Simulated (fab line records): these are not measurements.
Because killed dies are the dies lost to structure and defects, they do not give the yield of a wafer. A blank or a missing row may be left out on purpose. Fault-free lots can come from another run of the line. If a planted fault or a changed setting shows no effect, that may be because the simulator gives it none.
Matching of chambers | flow nand-harc | 4 sister chambers for NHARC_A_CONTACT_ETCH_75 on rie-diel-10
The step etches the open film in CF4, target depth 39 nm, time 65 s. 24 wafers are shown with their chamber, then 12 later ones without.

EACH WAFER AND ITS CHAMBER
wafer  | chamber | drypump-motor-current-A (A) | showerhead-plenum-p-Torr (Torr) | rf-fwd-power-W (W)
L074.1 | 2       | 5.8                         | 1.87                            | 297.3
L074.5 | 0       | 5.3                         | 1.78                            | 295.8
L074.6 | 1       | 6.5                         | 1.80                            | 297.4
L078.1 | 3       | 6.5                         | 1.75                            | 297.2
L078.2 | 2       | 5.8                         | 1.87                            | 298.2
L078.6 | 0       | 5.3                         | 1.78                            | 297.9
L077.3 | 2       | 5.8                         | 1.87                            | 297.5
L077.4 | 0       | 5.3                         | 1.78                            | 295.0
L077.6 | 3       | 6.5                         | 1.75                            | 297.8
L081.3 | 3       | 6.5                         | 1.74                            | 299.0
L081.5 | 2       | 5.8                         | 1.87                            | 298.9
L081.6 | 3       | 6.6                         | 1.74                            | 297.0
L083.2 | 0       | 5.3                         | 1.78                            | 294.9
L083.3 | 3       | 6.6                         | 1.74                            | 297.6
L083.4 | 1       | 6.5                         | 1.80                            | 295.9
L082.3 | 3       | 6.5                         | 1.74                            | 297.6
L082.5 | 1       | 6.5                         | 1.80                            | 296.6
L082.6 | 2       | 5.8                         | 1.87                            | 297.1
L086.4 | 2       | 5.8                         | 1.87                            | 299.0
L086.5 | 1       | 6.5                         | 1.80                            | 296.9
L086.6 | 0       | 5.3                         | 1.78                            | 295.4
L088.1 | 3       | 6.5                         | 1.74                            | 297.4
L088.2 | 0       | 5.3                         | 1.78                            | 295.4
L088.3 | 1       | 6.5                         | 1.80                            | 297.6

SIGNATURES (averages over the wafers above)
reading                  | chamber 0 | chamber 1 | chamber 2 | chamber 3 | scatter within a chamber
drypump-motor-current-A  | 5.300     | 6.500     | 5.800     | 6.529     | 0.0267
showerhead-plenum-p-Torr | 1.7800    | 1.8000    | 1.8700    | 1.7429    | 0.00267
rf-fwd-power-W           | 295.733   | 296.880   | 298.000   | 297.657   | 0.834
Rule: for a wafer and a chamber, the distance is found by dividing, reading by reading, the gap between the wafer's reading and the chamber's mean by the reading's scatter, squaring, summing and taking the root. The wafer belongs to the nearest chamber; if the next one is less than 2 further off, it can't be placed. The scatter: take each reading less its chamber's mean, square it, sum over the shown wafers, divide by the number of wafers less the number of chambers, and take the root.

WAFERS WITH NO CHAMBER GIVEN
wafer  | drypump-motor-current-A (A) | showerhead-plenum-p-Torr (Torr) | rf-fwd-power-W (W)
L092.3 | 5.8                         | 1.86                            | 297.1
L092.4 | 5.3                         | 1.78                            | 295.8
L092.6 | 5.3                         | 1.77                            | 295.9
L093.3 | 6.6                         | 1.74                            | 297.7
L093.4 | 5.8                         | 1.86                            | 297.7
L093.5 | 5.8                         | 1.86                            | 297.7
L094.1 | 5.3                         | 1.77                            | 296.3
L094.2 | 6.5                         | 1.79                            | 295.4
L094.5 | 5.3                         | 1.77                            | 296.2
L095.4 | 6.5                         | 1.74                            | 296.9
L095.5 | 5.8                         | 1.86                            | 296.2
L095.6 | 6.6                         | 1.74                            | 296.8

WHICH CHAMBER EACH WENT THROUGH
wafer  | from the rows above | in truth
L092.3 | 2                   | 2
L092.4 | 0                   | 0
L092.6 | 0                   | 0
L093.3 | 3                   | 3
L093.4 | 2                   | 2
L093.5 | 2                   | 2
L094.1 | 0                   | 0
L094.2 | 1                   | 1
L094.5 | 0                   | 0
L095.4 | 3                   | 3
L095.5 | 2                   | 2
L095.6 | 3                   | 3
Placed correctly: 12 of 12. From these rows, 0 cannot be placed. Number placed wrongly: 0.
